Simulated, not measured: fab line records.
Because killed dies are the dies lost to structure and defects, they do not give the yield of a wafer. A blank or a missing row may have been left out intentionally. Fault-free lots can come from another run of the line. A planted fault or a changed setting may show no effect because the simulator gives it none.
Matching of chambers / flow nandHarc / 3 sister chambers for NHARC_A_CONTACT_DEP_24 on pecvd-02
The step deposits SiO2, target thk 500 nm. 3 wafers are shown with their chamber, then 12 later ones without.

WAFERS, EACH WITH ITS CHAMBER
wafer=L089.1; chamber=1; showerheadVppV (V)=1793
wafer=L089.3; chamber=2; showerheadVppV (V)=1924
wafer=L089.6; chamber=0; showerheadVppV (V)=1863

WAFERS WHOSE CHAMBER IS MISSING
wafer=L091.1; showerheadVppV (V)=1926
wafer=L091.3; showerheadVppV (V)=1783
wafer=L091.4; showerheadVppV (V)=1912
wafer=L094.3; showerheadVppV (V)=1945
wafer=L094.4; showerheadVppV (V)=1937
wafer=L094.5; showerheadVppV (V)=1848
wafer=L095.1; showerheadVppV (V)=1909
wafer=L095.2; showerheadVppV (V)=1863
wafer=L095.4; showerheadVppV (V)=1920
wafer=L096.3; showerheadVppV (V)=1764
wafer=L096.5; showerheadVppV (V)=1907
wafer=L096.6; showerheadVppV (V)=1770

WHICH CHAMBER EACH WENT THROUGH
wafer=L091.1; from the rows above=2; in truth=2
wafer=L091.3; from the rows above=1; in truth=1
wafer=L091.4; from the rows above=2; in truth=2
wafer=L094.3; from the rows above=2; in truth=2
wafer=L094.4; from the rows above=2; in truth=2
wafer=L094.5; from the rows above=0; in truth=0
wafer=L095.1; from the rows above=can't be placed: 2 or 0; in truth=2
wafer=L095.2; from the rows above=0; in truth=0
wafer=L095.4; from the rows above=2; in truth=2
wafer=L096.3; from the rows above=1; in truth=1
wafer=L096.5; from the rows above=can't be placed: 2 or 0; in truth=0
wafer=L096.6; from the rows above=1; in truth=1
10 of 12 placed correctly. These rows do not allow placing 2 (true chamber among the candidates in 2). Placed wrongly: 0.
How it was worked out, from the rows above alone: a wafer's distance from a chamber is the root of the sum, over the readings, of the square of ((its reading less the chamber's mean) divided by the reading's scatter). If the next closest chamber is less than 2 further off than the closest, the wafer can't be placed; otherwise it belongs to the closest. The mean given for a chamber averages the wafers shown for that chamber. The scatter: root of mean squared gap, hidden wafer to nearest shown wafer, with one shown wafer a chamber.
